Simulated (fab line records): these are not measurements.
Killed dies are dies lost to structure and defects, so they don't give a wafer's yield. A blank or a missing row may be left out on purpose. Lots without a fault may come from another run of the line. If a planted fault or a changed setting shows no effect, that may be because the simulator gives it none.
fab line records	flow n5_finfet	part 2 of 2: steps 19 to 31 of 31
[record] lots = 5	wafers = 15	last_day = 19
route steps=1938 shown HKMG_FIN@454 GATE_CUT@465
lots untouched by any fault: they come from a run of this same line in which no faults occurred
start_h: hours from the record's first day to the start of the lot's first wafer shown	wait_h: hours since the lot's step before	" unchanged from the row above	L1.1+2: a single row standing in for several wafers	- value missing, or start not given	* or withheld: withheld	< > ~ a bound
route shown NAME@n: NAME is a module with steps in the file, n the number in the route of the first one	usual: mean and standard deviation over wafers with no fault	same: alike in all rows	chamber/n: place in a boat	sites: readings site by site	_std_site: the standard deviation of these	_edge_site: the outer-site mean with the inner-site mean subtracted	radius_mm: how far each site lies from the wafer's centre	mask NAME#n: copy n	behind: the tool/chamber that last shaped the wafer	hold: reason for holding the lot/hours on hold/outcome of the hold	device: whichever transistor did not switch (one of n, p or np)	end of line: the route-end tests of the same wafers	where a step has no rows: the recipe by itself	killed: dies that structure and defects cost at the first sort, which is not the same as the wafer's yield	map: shows each die of a wafer: x if killed, . if not, _ if none is there
set.NAME: the run value of the setting; set.NAME@STEP: its run value at that earlier step	model.NAME: the simulator's own value behind a step, which no gauge read
a table for each step, a row for each wafer; lots at some steps of the route
services: when a tool's chamber went out of use (start_h, in hours from the record's first day, below 0 if earlier), for how many hours, and the reason
[[steps]]
[step N5_GATE_CUT_SAC_CAP_01]
[recipe] material = SiNx	target_thk_a = 240	temp_c = 400	ald_precursor_family = SiH2I2	ald_co_reactant = N2/H2-plasma	pulse_time_s = 1	ald_cycles = 480	purge_time_s = 2	co_reactant_purge_time_s = 2	pressure_torr = 2
[usual] heater_power_w = 826/56	precursor_pulse_height_rel = 1.001/0.021
[same] co_reactant_purge_time_s = 2	purge_time_s = 2
lot.wafer	tool	chamber	start_h	wait_h	heater_power_w	precursor_pulse_height_rel
L074.3	ald_sin-02	1	78.99	0.0	915	1.009
L074.4	"	2	"	"	805	1.007
L074.5	"	0	80.08	1.1	857	0.999
L086.1	ald_sin-04	3	154.07	1.1	809	0.975
L086.5	"	0	155.16	2.2	730	0.967
L086.6	"	1	"	"	792	1.015
L094.1	ald_sin-02	3	204.60	0.0	929	1.019
L094.5	"	3	205.68	1.1	938	0.957
L094.6	"	0	"	"	860	0.993
L095.1	ald_sin-03	3	205.94	0.1	826	1.001
L095.2	"	0	"	"	773	0.990
L095.6	"	1	207.02	1.2	832	1.005
L096.1	ald_sin-03	1	214.07	0.0	830	0.976
L096.4	"	0	"	"	773	1.016
L096.6	"	2	215.15	1.1	878	0.960
[step N5_GATE_CUT_PECVD_57]
[recipe] material = SiNx	target_thk_a = 210	temp_c = 400	precursor = SiH4/NH3/N2	pressure_torr = 1.5	rf_w = 300
[usual] heater_power_w = 787/100	showerhead_plenum_p_Torr = 5.11/0.072	throttle_valve_pct = 40.6/2
lot.wafer	tool	chamber	start_h	wait_h	heater_power_w	showerhead_plenum_p_Torr	throttle_valve_pct
L074.3	pecvd-04	2	81.18	1.1	753	5.14	40.3
L074.4	"	0	"	"	817	4.97	40.1
L074.5	"	2	"	"	773	5.13	40.3
L086.1	pecvd-04	1	156.26	1.1	732	5.04	40.9
L086.5	"	0	"	"	785	4.94	39.9
L086.6	"	1	"	"	727	5.05	41.0
L094.1	pecvd-01	1	206.79	1.1	777	5.19	44.9
L094.5	"	2	"	"	956	5.16	39.0
L094.6	"	1	"	"	783	5.19	45.0
L095.1	pecvd-01	2	208.13	1.1	848	5.14	39.2
L095.2	"	1	"	"	752	5.19	45.0
L095.6	"	1	"	"	751	5.19	44.9
L096.1	pecvd-04	2	216.26	1.1	676	5.13	40.9
L096.4	"	2	"	"	690	5.13	40.6
L096.6	"	0	"	"	721	4.95	40.4
[step N5_GATE_CUT_CMP_02]
[recipe] stop_on = SiO2	t_overpolish_s = 12.7	post_cmp_clean = alkaline_brush	down_force_psi = 2.5	platen_rpm = 51.8	pad_velocity_m_s = 1.0307	target_thk_nm = 0
[usual] motor_current_A = 8.5/1.2	overpolish_run_s = 12.701/0.0083	slurry_flow_ml_min = 150.0/0.43	time_to_endpoint_s = 25.5/2.9
lot.wafer	tool	chamber	start_h	wait_h	motor_current_A	overpolish_run_s	slurry_flow_ml_min	time_to_endpoint_s
L074.4	cmp-01	0	81.30	0.1	10.1	12.707	150.1	26.0
L074.3	"	2	"	"	9.2	12.695	150.5	33.7
L074.5	"	3	"	"	9.0	12.679	150.6	25.3
L086.1	cmp-02	1	156.38	0.1	8.3	12.708	149.5	23.4
L086.6	"	0	"	"	8.5	12.701	149.8	27.2
L086.5	"	1	"	"	8.2	12.698	150.6	25.6
L094.1	cmp-02	3	207.19	0.4	9.9	12.690	149.2	22.1
L094.6	"	0	"	"	8.5	12.707	149.4	24.4
L094.5	"	1	"	"	7.7	12.709	149.7	20.8
L095.1	cmp-02	2	208.47	0.3	6.3	12.712	150.4	23.0
L095.2	"	0	"	"	8.4	12.708	149.7	26.5
L095.6	"	1	"	"	8.2	12.700	150.1	20.1
L096.1	cmp-04	2	216.37	0.1	10.5	12.705	150.4	25.6
L096.4	"	3	"	"	7.4	12.700	150.0	26.0
L096.6	"	2	"	"	10.7	12.716	150.7	25.2
[step N5_GATE_CUT_HM_DEP_46]
[recipe] material = SiO2	target_thk_a = 1300	temp_c = 400	precursor = TEOS/O2	pressure_torr = 6.5	rf_w = 900	teos_flow_sccm = 161.4	gas = O2	flow_sccm = 2650	time_s = 26.6
[usual] heater_power_w = 577/89	showerhead_plenum_p_Torr = 8.33/0.037	throttle_valve_pct = 18.9/1
lot.wafer	tool	chamber	start_h	wait_h	heater_power_w	showerhead_plenum_p_Torr	throttle_valve_pct
L074.3	pecvd-01	2	81.59	0.0	590	8.35	17.8
L074.4	"	0	"	"	511	8.33	17.8
L074.5	"	2	"	"	612	8.36	17.7
L086.1	pecvd-04	0	156.67	0.0	486	8.24	18.7
L086.5	"	0	"	"	495	8.27	18.8
L086.6	"	2	"	"	492	8.35	19.2
L094.1	pecvd-04	1	207.41	0.0	506	8.30	19.0
L094.5	"	0	"	"	537	8.24	19.0
L094.6	"	2	"	"	573	8.33	19.3
L095.1	pecvd-04	1	208.77	0.0	507	8.30	18.9
L095.2	"	0	"	"	632	8.24	18.5
L095.6	"	0	"	"	613	8.26	18.9
L096.1	pecvd-01	2	216.67	0.0	737	8.34	18.2
L096.4	"	1	"	"	577	8.38	21.2
L096.6	"	2	"	"	741	8.36	18.1
[step N5_GATE_CUT_COAT_34]
[recipe] resist = SOC	temp_c = 250	time_s = 60	spin_rpm = 1500	resist_thk_nm = 60
lot.wafer	tool	chamber	start_h	wait_h
L074.3+4+5	litho_track-05	0	81.66	0.0
L086.1+5+6	litho_track-03	0	156.74	0.0
L094.1+5+6	litho_track-03	0	207.47	0.0
L095.1+2+6	litho_track-05	0	208.83	0.0
L096.1+4+6	litho_track-05	0	216.75	0.1
[step N5_GATE_CUT_COAT_35]
[recipe] resist = SiARC	temp_c = 220	time_s = 60	spin_rpm = 1500	resist_thk_nm = 10
lot.wafer	tool	chamber	start_h	wait_h
L074.3+4+5	litho_track-05	0	-	-
L086.1+5+6	litho_track-03	0	-	-
L094.1+5+6	litho_track-03	0	-	-
L095.1+2+6	litho_track-05	0	-	-
L096.1+4+6	litho_track-05	0	-	-
[step N5_GATE_CUT_COAT_27]
[recipe] resist = underlayer	temp_c = 205	time_s = 60	spin_rpm = 1500	resist_thk_nm = 10
lot.wafer	tool	chamber	start_h	wait_h
L074.3+4+5	litho_track-05	0	-	-
L086.1+5+6	litho_track-03	0	-	-
L094.1+5+6	litho_track-03	0	-	-
L095.1+2+6	litho_track-05	0	-	-
L096.1+4+6	litho_track-05	0	-	-
[step N5_GATE_CUT_COAT_07]
[recipe] resist = CAR-EUV	spin_rpm = 1500	resist_thk_nm = 30
lot.wafer	tool	chamber	start_h	wait_h
L074.3+4+5	litho_track-05	0	-	-
L086.1+5+6	litho_track-03	0	-	-
L094.1+5+6	litho_track-03	0	-	-
L095.1+2+6	litho_track-05	0	-	-
L096.1+4+6	litho_track-05	0	-	-
[step N5_GATE_CUT_EBR_09]
[recipe] solvent = PGMEA	ebr_width_mm = 1.5
lot.wafer	tool	chamber	start_h	wait_h
L074.3+4+5	litho_track-05	0	-	-
L086.1+5+6	litho_track-03	0	-	-
L094.1+5+6	litho_track-03	0	-	-
L095.1+2+6	litho_track-05	0	-	-
L096.1+4+6	litho_track-05	0	-	-
[step N5_GATE_CUT_SOFTBAKE_08]
[recipe] temp_c = 110	time_s = 60	resist = CAR-EUV
lot.wafer	tool	chamber	start_h	wait_h
L074.3+4+5	litho_track-05	0	-	-
L086.1+5+6	litho_track-03	0	-	-
L094.1+5+6	litho_track-03	0	-	-
L095.1+2+6	litho_track-05	0	-	-
L096.1+4+6	litho_track-05	0	-	-
[step N5_GATE_CUT_EXPOSE_10]
[recipe] mask_id = GATE_CUT	na = 0.33	source_shape = annular	sigma_inner = 0.35	sigma_outer = 0.8	polarization = unpolarized	target_cd_nm = 20	dose_mj = 43.25
[usual] exposure_dose_mJ_cm2 = 43.37/0.2
lot.wafer	tool	chamber	start_h	wait_h	mask	exposure_dose_mJ_cm2
L074.3	euv_scanner-02	0	81.81	-	GATE_CUT#0	43.20
L074.4	"	0	"	"	GATE_CUT#0	43.22
L074.5	"	0	"	"	GATE_CUT#0	43.19
L086.1	euv_scanner-02	0	156.87	-	GATE_CUT#0	43.27
L086.5	"	0	"	"	GATE_CUT#0	43.22
L086.6	"	0	"	"	GATE_CUT#0	43.24
L094.1	euv_scanner-01	0	207.74	-	GATE_CUT#0	43.54
L094.5	"	0	"	"	GATE_CUT#0	43.53
L094.6	"	0	"	"	GATE_CUT#0	43.50
L095.1	euv_scanner-01	0	208.97	-	GATE_CUT#0	43.58
L095.2	"	0	"	"	GATE_CUT#0	43.65
L095.6	"	0	"	"	GATE_CUT#0	43.52
L096.1	euv_scanner-01	0	216.89	-	GATE_CUT#0	43.57
L096.4	"	0	"	"	GATE_CUT#0	43.54
L096.6	"	0	"	"	GATE_CUT#0	43.50
[step N5_GATE_CUT_PEB_11]
[recipe] peb_temp_c = 100	peb_time_s = 60	resist = CAR-EUV
lot.wafer	tool	chamber	start_h	wait_h
L074.3+4+5	litho_track-03	0	81.86	0.0
L086.1+5+6	litho_track-03	0	156.94	0.1
L094.1+5+6	litho_track-05	0	207.80	0.1
L095.1+2+6	litho_track-02	0	209.03	0.1
L096.1+4+6	litho_track-03	0	216.95	0.1
[step N5_GATE_CUT_DEVELOP_12]
[recipe] develop_time_s = 30	developer = TMAH	resist = CAR-EUV	rinse_liquid = surfactant_rinse	dry = air_spin	dev_temp_c = 23
lot.wafer	tool	chamber	start_h	wait_h
L074.3+4+5	litho_track-03	0	-	-
L086.1+5+6	litho_track-03	0	-	-
L094.1+5+6	litho_track-05	0	-	-
L095.1+2+6	litho_track-02	0	-	-
L096.1+4+6	litho_track-03	0	-	-
[[services]]
tool	chamber	start_h	hours	kind
cmp-02	-	55.45	2.1	repair
pecvd-01	-	56.20	2.8	pm
euv_scanner-01	-	59.73	1.1	repair
pecvd-01	-	60.20	1.2	repair
euv_scanner-01	-	60.95	4.6	pm
pecvd-04	-	68.51	1.5	repair
cmp-02	-	84.45	4.4	repair
cmp-03	-	93.65	5.6	pm
wet_bench-02	-	96.33	2.8	repair
rie_metal-03	0	111.97	59.1	repair
cvd_w-01	-	115.34	0.8	repair
cmp-01	-	125.98	4.0	pm
cmp-01	-	138.77	0.6	repair
rie_metal-02	0	169.19	2.9	repair
pecvd-04	-	173.70	14.6	pm
cmp-01	-	176.50	1.6	repair
cmp-01	-	188.22	12.1	pm
rie_diel-05	1	198.10	1.3	repair
wet_bench-02	-	200.48	1.9	pm
pecvd-01	0	201.42	29.6	repair
cvd_w-02	0	202.41	1.3	repair
cmp-01	-	206.69	5.5	pm
rie_metal-02	0	213.82	4.2	repair
rie_diel-06	3	216.58	5.0	repair
